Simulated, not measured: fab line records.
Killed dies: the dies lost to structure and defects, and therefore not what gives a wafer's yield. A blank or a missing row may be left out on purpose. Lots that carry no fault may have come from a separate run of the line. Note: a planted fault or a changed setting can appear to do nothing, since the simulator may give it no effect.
The tool behind it: which one?	flow nand harc	Sampling: 13 lots, 39 wafers, 6 of 1159 route steps

WHAT THE GAUGES READ, wafer by wafer
NHARC_A_START_INSPECT_01. Usual: raw defect count 3.6, standard deviation 1.9.
lot	measured	on	raw defect count	flag
L134	day 6 09:25	defect inspect-02	2 4 3	
L136	day 6 23:41	defect inspect-02	3 2 4	
L141	day 8 13:15	defect inspect-01	4 1 5	
L143	day 9 00:08	defect inspect-01	5 3 2	
L144	day 9 02:45	defect inspect-02	10 3 6	
L146	day 9 15:39	defect inspect-02	1 3 2	
L145	day 10 00:09	defect inspect-02	3 3 3	
L150	day 10 11:20	defect inspect-02	3 4 3	
L149	day 10 12:08	defect inspect-02	4 6 3	
L151	day 10 21:17	defect inspect-01	3 4 4	
L153	day 11 02:53	defect inspect-02	2 5 5	
L156	day 11 18:49	defect inspect-02	1 2 3	
L157	day 12 09:10	defect inspect-01	1 6 2	

NHARC_A_ONON_D1_THK_MEAS_02: measures by ellipsometry. Usual: thk nm 997 nm, standard deviation 8.2.
lot	measured	on	thk nm (nm)	flag
L134	day 7 09:20	film metro-02	992 993 992	
L136	day 7 21:28	film metro-01	998 998 999	
L141	day 9 14:12	film metro-02	997 996 998	
L143	day 10 02:49	film metro-01	986 986 986	
L144	day 10 02:49	film metro-02	1418 1418 1416	OFF
L146	day 10 17:43	film metro-02	995 995 993	
L145	day 11 01:22	film metro-02	1422 1424 1423	OFF
L150	day 11 12:14	film metro-01	990 991 990	
L149	day 11 12:13	film metro-02	1007 1006 1007	
L151	day 11 20:27	film metro-01	1007 1008 1006	
L153	day 12 02:30	film metro-01	995 995 996	
L156	day 12 19:33	film metro-02	987 986 986	
L157	day 13 11:43	film metro-02	987 987 987	

NHARC_END_SORT_01. Usual: killed at array 25, standard deviation 9.2; killed at other 0.8, standard deviation 1.2; killed at periphery 3.9, standard deviation 2.6; killed dies 30, standard deviation 9.7; killed open 3.4, standard deviation 1.9; killed short 2.0, standard deviation 1.4.
lot	measured	on	killed at array	killed at other	killed at periphery	killed dies	killed open	killed short	flag
L144	day 21 19:50	prober-02	674 674 671	1 1 0	2 2 6	677 677 677	1 3 6	1 4 3	OFF
L145	day 22 16:44	prober-02	673	2	2	677	4	5	OFF

EACH LOT AND THE TOOL THAT RAN IT (in order: tool; ch and the chambers of the sampled wafers; start)
lot	NHARC_P_BONDPAD_STRIP_15	NHARC_P_BONDPAD_PRE_CLEAN_26	NHARC_A_ONON_D1_DEP_00
L134	rie diel-02 ch 0,1,2, day 6 06:20	pvd sputter-01, day 6 09:25 or earlier	pecvd onon-02 ch 0, day 7 08:49
L136	rie diel-08 ch 1,2,3, day 6 20:43	pvd sputter-02, day 6 23:41 or earlier	pecvd onon-02 ch 0, day 7 21:01
L141	rie diel-04 ch 2,3, day 8 10:37	pvd sputter-02, day 8 13:15 or earlier	pecvd onon-03 ch 0, day 9 13:45
L143	rie diel-04 ch 0,3, day 8 21:22	pvd sputter-02, day 9 00:08 or earlier	pecvd onon-01 ch 0, day 10 02:18
L144	rie diel-08 ch 0,1,2, day 9 00:07	pvd sputter-01, day 9 02:45 or earlier	pecvd onon-02 ch 0, day 10 02:22
L146	rie diel-02 ch 0,3, day 9 12:43	pvd sputter-03, day 9 15:39 or earlier	pecvd onon-03 ch 0, day 10 17:19
L145	rie diel-04 ch 1,2, day 9 21:18	pvd sputter-01, day 9 22:05	pecvd onon-02 ch 0, day 11 00:58
L150	rie diel-08 ch 1,2,3, day 10 08:41	pvd sputter-03, day 10 11:20 or earlier	pecvd onon-03 ch 0, day 11 11:50
L149	rie diel-08 ch 0,1,3, day 10 09:32	pvd sputter-03, day 10 12:08 or earlier	pecvd onon-01 ch 0, day 11 11:43
L151	rie diel-08 ch 0,3, day 10 18:40	pvd sputter-02, day 10 21:17 or earlier	pecvd onon-01 ch 0, day 11 19:59
L153	rie diel-08 ch 1,3, day 11 00:16	pvd sputter-03, day 11 02:53 or earlier	pecvd onon-03 ch 0, day 12 02:02
L156	rie diel-04 ch 1,2,3, day 11 16:10	pvd sputter-01, day 11 18:49 or earlier	pecvd onon-03 ch 0, day 12 19:02
L157	rie diel-08 ch 0,1,3, day 12 06:32	pvd sputter-02, day 12 09:10 or earlier	pecvd onon-03 ch 0, day 13 11:16
- NHARC_P_BONDPAD_STRIP_15: strips in O2.
- NHARC_P_BONDPAD_PRE_CLEAN_26: time 30 s.
- NHARC_A_ONON_D1_DEP_00: target thk 1000 nm.

AS READ BY THE TOOLS THEMSELVES (means over the sampled wafers that have a number; for cases with no such wafer, the mark the record gives instead)
NHARC_P_BONDPAD_STRIP_15. Usual: chamber pressure mTorr 60.00 mTorr, standard deviation 0.055; drypump motor current A 5.6 A, standard deviation 0.4; oes product au 1.002 a.u., standard deviation 0.011; rf vpp V 57.9 V, standard deviation 0.94; showerhead plenum p Torr 3.57 Torr, standard deviation 0.17; throttle valve pct 17.037 %, standard deviation 0.0097.
lot	tool	chamber pressure mTorr (mTorr)	drypump motor current A (A)	oes product au (a.u.)	rf vpp V (V)	showerhead plenum p Torr (Torr)	throttle valve pct (%)	flag
L134	rie diel-02	60.05	5.7	1.003	57.8	3.50	17.033	
L136	rie diel-08	59.97	5.4	0.999	57.5	3.59	17.039	
L141	rie diel-04	60.02	6.2	1.008	56.9	3.36	17.040	
L143	rie diel-04	60.07	5.9	1.008	57.2	3.36	17.033	
L144	rie diel-08	60.06	5.3	0.990	57.8	3.67	17.037	
L146	rie diel-02	59.91	5.4	1.009	56.9	3.62	17.040	
L145	rie diel-04	60.00	6.4	1.020	57.6	3.46	17.029	
L150	rie diel-08	60.00	5.4	0.997	57.6	3.58	17.038	
L149	rie diel-08	59.98	5.4	1.000	58.4	3.70	17.045	
L151	rie diel-08	59.96	5.5	0.989	58.3	3.70	17.035	
L153	rie diel-08	60.02	5.3	0.998	58.7	3.70	17.056	
L156	rie diel-04	60.04	6.3	1.002	58.3	3.40	17.034	
L157	rie diel-08	60.02	5.4	0.993	56.9	3.70	17.038	

NHARC_P_BONDPAD_PRE_CLEAN_26. Usual: heater power w 416 W, standard deviation 25; susceptor temp C 279.97 C, standard deviation 0.18.
lot	tool	heater power w (W)	susceptor temp C (C)	flag
L134	pvd sputter-01	414	279.84	
L136	pvd sputter-02	413	-	OFF
L141	pvd sputter-02	422	279.87	
L143	pvd sputter-02	417	280.17	
L144	pvd sputter-01	441	279.89	
L146	pvd sputter-03	408	279.88	
L145	pvd sputter-01	431	279.93	
L150	pvd sputter-03	405	-	OFF
L149	pvd sputter-03	396	279.89	
L151	pvd sputter-02	414	-	OFF
L153	pvd sputter-03	409	279.92	
L156	pvd sputter-01	449	279.90	
L157	pvd sputter-02	415	280.04	

NHARC_A_ONON_D1_DEP_00. Usual: susceptor temp C 400.04 C, standard deviation 0.23.
lot	tool	susceptor temp C (C)	flag
L134	pecvd onon-02	400.13	
L136	pecvd onon-02	399.89	
L141	pecvd onon-03	399.89	
L143	pecvd onon-01	400.29	
L144	pecvd onon-02	400.27	
L146	pecvd onon-03	399.91	
L145	pecvd onon-02	400.17	
L150	pecvd onon-03	400.22	
L149	pecvd onon-01	400.25	
L151	pecvd onon-01	400.04	
L153	pecvd onon-03	400.00	
L156	pecvd onon-03	400.04	
L157	pecvd onon-03	400.08	

THE ANSWER, worked out from the rows above alone
Rule: a lot counts as off when the mean over its wafers that have a number is more than 3 standard deviations away from the usual mean. A lot without any number at a reading at which 4 lots or more have one is off too. Any other lot the step has rows for is counted as sound. Order of review: gauges by route order, followed by the tools' own readings, for which a lot's mean as printed above is used. The first step at which some lot is off is used, and at that step the reading that is off furthest; a lot without a number counts as furthest.
Off at NHARC_A_ONON_D1_THK_MEAS_02 (thk nm): L144, L145.
If a tool, at a process step before that reading, ran all the lots that are off and no sound lot after the first of them, it fits. Not tried: the gauges at NHARC_A_ONON_D1_THK_MEAS_02; whatever is off there is also off at NHARC_END_SORT_01, on other tools, and gauge error can't account for it. NHARC_P_BONDPAD_PRE_CLEAN_26 gives no start for some lots, so the hours and the order of its lots are those of NHARC_A_START_INSPECT_01. One fits: NHARC_A_ONON_D1_DEP_00 on pecvd onon-02. A fault onset in the window from L136 (day 7 21:01, its last sound lot) to L144 (day 10 02:22, its first lot off) fits.

WHAT THE SIMULATOR PUT IN
Process parameters drifting: pecvd onon-02 at NHARC_A_ONON_D1_DEP_00, beginning at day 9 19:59. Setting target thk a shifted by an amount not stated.
Shown lots that were struck: L144, L145. The rule above reached the same finding.
